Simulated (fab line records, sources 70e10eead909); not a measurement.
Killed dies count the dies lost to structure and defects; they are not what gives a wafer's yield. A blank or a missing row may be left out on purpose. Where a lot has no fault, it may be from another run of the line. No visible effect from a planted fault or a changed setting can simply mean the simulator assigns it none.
Chamber matching :: flow nand harc :: 4 sister chambers for NHARC_A_BONDPAD_ETCH_12 on rie diel-05
The step etches the open film in CHF3/O2, target depth 220 nm, time 110 s. 8 wafers are shown with their chamber, then 9 later ones without.

WAFERS PAIRED WITH THEIR CHAMBERS
wafer: L548.4
chamber: 1
drypump motor current A (A): 5.42
rf vpp V (V): 368.1

wafer: L548.5
chamber: 3
drypump motor current A (A): 5.30
rf vpp V (V): 370.4

wafer: L549.6
chamber: 3
drypump motor current A (A): 5.38
rf vpp V (V): 370.7

wafer: L550.2
chamber: 0
drypump motor current A (A): 5.72
rf vpp V (V): 372.3

wafer: L550.3
chamber: 1
drypump motor current A (A): 5.40
rf vpp V (V): 366.4

wafer: L550.4
chamber: 2
drypump motor current A (A): 5.76
rf vpp V (V): 366.4

wafer: L552.2
chamber: 0
drypump motor current A (A): 5.70
rf vpp V (V): 372.5

wafer: L552.6
chamber: 2
drypump motor current A (A): 5.74
rf vpp V (V): 368.0

WAFERS WHOSE CHAMBER IS MISSING
wafer: L551.1
drypump motor current A (A): 5.33
rf vpp V (V): 370.7

wafer: L551.4
drypump motor current A (A): 5.72
rf vpp V (V): 367.2

wafer: L551.6
drypump motor current A (A): 5.73
rf vpp V (V): 365.7

wafer: L553.1
drypump motor current A (A): 5.72
rf vpp V (V): 371.3

wafer: L553.2
drypump motor current A (A): 5.35
rf vpp V (V): 369.9

wafer: L553.3
drypump motor current A (A): 5.71
rf vpp V (V): 368.3

wafer: L554.3
drypump motor current A (A): 5.34
rf vpp V (V): 371.1

wafer: L554.5
drypump motor current A (A): 5.30
rf vpp V (V): 371.1

wafer: L554.6
drypump motor current A (A): 5.73
rf vpp V (V): 366.4

WHICH CHAMBER EACH ONE RAN IN
wafer: L551.1
from the rows above: 3
in truth: 3

wafer: L551.4
from the rows above: 2
in truth: 2

wafer: L551.6
from the rows above: 2
in truth: 2

wafer: L553.1
from the rows above: 0
in truth: 0

wafer: L553.2
from the rows above: 3
in truth: 3

wafer: L553.3
from the rows above: 2
in truth: 2

wafer: L554.3
from the rows above: 3
in truth: 3

wafer: L554.5
from the rows above: 3
in truth: 3

wafer: L554.6
from the rows above: 2
in truth: 2
Correct placement for 9 of the 9. Not placeable from these rows: 0. Placed wrongly: 0.
How it was worked out, from the rows above alone: a wafer's distance from a chamber is the root of the sum, over the readings, of the square of ((its reading less the chamber's mean) divided by the reading's scatter). The wafer belongs to the nearest chamber; if the next one is less than 2 further off, it can't be placed. A chamber's mean is the mean of its shown wafers. The scatter is the square root of a quotient: the sum, over the shown wafers, of each reading's squared deviation from its chamber's mean, divided by wafers minus chambers.
